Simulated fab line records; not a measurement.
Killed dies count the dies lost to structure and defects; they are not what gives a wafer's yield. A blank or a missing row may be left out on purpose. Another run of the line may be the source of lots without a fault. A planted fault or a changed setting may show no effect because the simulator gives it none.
Chamber matching / flow n5Finfet / pecvd-02 running N5_BEOL_M7_ILD_DEP_00: 3 sister chambers
The step deposits SiCOH lowk from DEMS/porogen, target thk 179.75 nm, time 33.4 s. 3 wafers are shown with their chamber, then 9 later ones without.

## EACH WAFER AND ITS CHAMBER
wafer=L083.1; chamber=2; throttleValvePct (%)=13.4
wafer=L087.2; chamber=0; throttleValvePct (%)=14.3
wafer=L087.5; chamber=1; throttleValvePct (%)=13.1

## WAFERS WITH NO CHAMBER GIVEN
wafer=L089.1; throttleValvePct (%)=13.3
wafer=L089.5; throttleValvePct (%)=14.1
wafer=L089.6; throttleValvePct (%)=13.6
wafer=L090.1; throttleValvePct (%)=13.6
wafer=L090.3; throttleValvePct (%)=13.0
wafer=L090.5; throttleValvePct (%)=14.4
wafer=L095.2; throttleValvePct (%)=13.0
wafer=L095.4; throttleValvePct (%)=12.7
wafer=L095.6; throttleValvePct (%)=13.7

## WHICH CHAMBER EACH WENT THROUGH
wafer=L089.1; from the rows above=can't be placed: 2 or 1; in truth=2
wafer=L089.5; from the rows above=0; in truth=0
wafer=L089.6; from the rows above=can't be placed: 2 or 1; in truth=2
wafer=L090.1; from the rows above=can't be placed: 2 or 1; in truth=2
wafer=L090.3; from the rows above=can't be placed: 1 or 2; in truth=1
wafer=L090.5; from the rows above=0; in truth=0
wafer=L095.2; from the rows above=can't be placed: 1 or 2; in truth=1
wafer=L095.4; from the rows above=can't be placed: 1 or 2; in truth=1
wafer=L095.6; from the rows above=can't be placed: 2 or 1 or 0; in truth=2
Correct placement for 2 of the 9. Unplaceable from these rows: 7, with the true chamber sitting among the candidates in 7. Placed wrongly: 0.
How it was worked out, from the rows above alone: a wafer's distance from a chamber is the root of the sum, over the readings, of the square of ((its reading less the chamber's mean) divided by the reading's scatter). The wafer belongs to the nearest chamber; if the next one is less than 2 further off, it can't be placed. The mean given for a chamber averages the wafers shown for that chamber. The scatter (one wafer shown for each chamber): square how far every hidden wafer sits from the nearest shown wafer, average those squares and take the square root.
